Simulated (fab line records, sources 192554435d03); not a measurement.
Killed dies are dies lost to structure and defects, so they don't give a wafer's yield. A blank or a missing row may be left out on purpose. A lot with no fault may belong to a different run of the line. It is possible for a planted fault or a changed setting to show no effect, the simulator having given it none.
Split-lot study -- flow n5_finfet -- 21 wafers read across 7 lots, on a route 1938 steps long

== ABOUT THE SPLIT ==
At N5_BEOL_M5_COAT_74 (time 60 s, resist thk 5 nm), the setting spin_rpm was moved away from the recipe's 1500 rpm on 8 of the 21 wafers read, by -7.1% to +7.7%. The other wafers ran this setting at the recipe's value.

== FROM THE SPLIT TO THE READING: what the file shows between them, 3 steps ==
- N5_BEOL_M5_COAT_22: resist thk 30 nm
- N5_BEOL_M5_EBR_24
- N5_BEOL_M5_DESCUM_33: chemistry O2, time 7 s

== THE READING ==
etch.depth_nm (the simulator's own value, which no gauge read), in nm, at N5_BEOL_M5_ETCH_75 (etches underlayer in N2/H2, target depth 6.5 nm, time 5.2 s). The file gives no usual value for it. Here, 13 wafers ran the recipe; their average is 5.010 nm with a standard deviation of 0.018 nm.

wafer,"tool, chamber at the split","spin_rpm as run, rpm",against the recipe,"etch.depth_nm, nm",against lot-mates on the recipe
L074.1,"litho_track-02, 0",1500,recipe,4.988,-
L074.3,"litho_track-02, 0",1500,recipe,4.988,-
L074.4,"litho_track-02, 0",1500,recipe,5.007,-
L075.3,"litho_track-01, 0",1500,recipe,4.98,-
L075.4,"litho_track-01, 0",1454,-3.1%,5.061,+0.081
L075.5,"litho_track-01, 0",1454,-3.1%,5.07,+0.090
L085.1,"litho_track-01, 0",1500,recipe,5.03,-
L085.2,"litho_track-01, 0",1500,recipe,5.011,-
L085.6,"litho_track-01, 0",1500,recipe,5.014,-
L092.2,"litho_track-01, 0",1500,recipe,5.039,-
L092.3,"litho_track-01, 0",1394,-7.1%,5.221,+0.182
L092.4,"litho_track-01, 0",1394,-7.1%,5.229,+0.190
L091.4,"litho_track-01, 0",1616,+7.7%,4.838,-0.183
L091.5,"litho_track-01, 0",1500,recipe,5.021,-
L091.6,"litho_track-01, 0",1616,+7.7%,4.825,-0.196
L093.1,"litho_track-01, 0",1500,recipe,5.02,-
L093.3,"litho_track-01, 0",1500,recipe,5.013,-
L093.5,"litho_track-01, 0",1500,recipe,5.029,-
L095.2,"litho_track-02, 0",1500,recipe,4.986,-
L095.5,"litho_track-02, 0",1554,+3.6%,4.907,-0.079
L095.6,"litho_track-02, 0",1554,+3.6%,4.89,-0.096

FIT RESULTS
A straight line over all 21 wafers: etch.depth_nm changes by -0.0263 nm for each +1% of spin_rpm; r = -0.98; the points scatter about the line by 0.022 nm.
The same after taking each lot's own level away (the mean of its wafers on the recipe; 21 wafers): -0.0254 nm for each +1%; r = -1.00; scatter 0.0076 nm.
According to that fit, moving spin_rpm by its largest amount changes the reading by 0.2 nm.
The span of the lots' own levels, 4.9800 to 5.0390 nm, comes to 3.2 times the standard deviation stated above.
The two slopes agree, so the slope changes little with the lot-to-lot level.
Check: for one of the wafers moved furthest among these (+7.7%), held out of the fit, the line's prediction against its lot-mates is -0.198 nm. It came out at -0.183 nm against them.

== OTHER SPLITS ON THESE WAFERS ==
These wafers also went through other splits before the reading. Each is held against what the fit with the lots' levels taken away leaves over:
other split on the same wafers,wafers away from the commonest value,r with etch.depth_nm (lot level and that fit taken away)
N5_BEOL_M0_SAQP_EXPOSE_37 dose_mj,8,-0.04
N5_BEOL_M0_ETCH_109 bias_w,5,+0.03
N5_BEOL_M2_DEP_57 time_s,5,-0.12
N5_BEOL_M4_TRENCH_ETCH_37 bias_w,4,-0.16
N5_BEOL_M5_ILD_DEP_00 time_s,4,+0.03
N5_BEOL_M5_HM_DEP_02 target_thk_a,8,+0.15
N5_BEOL_M5_COAT_66 spin_rpm,7,-0.22

== THE FILE'S OWN FIT ==
etch.depth_nm changes by -0.0255 nm for each +1% of spin_rpm, r = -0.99.
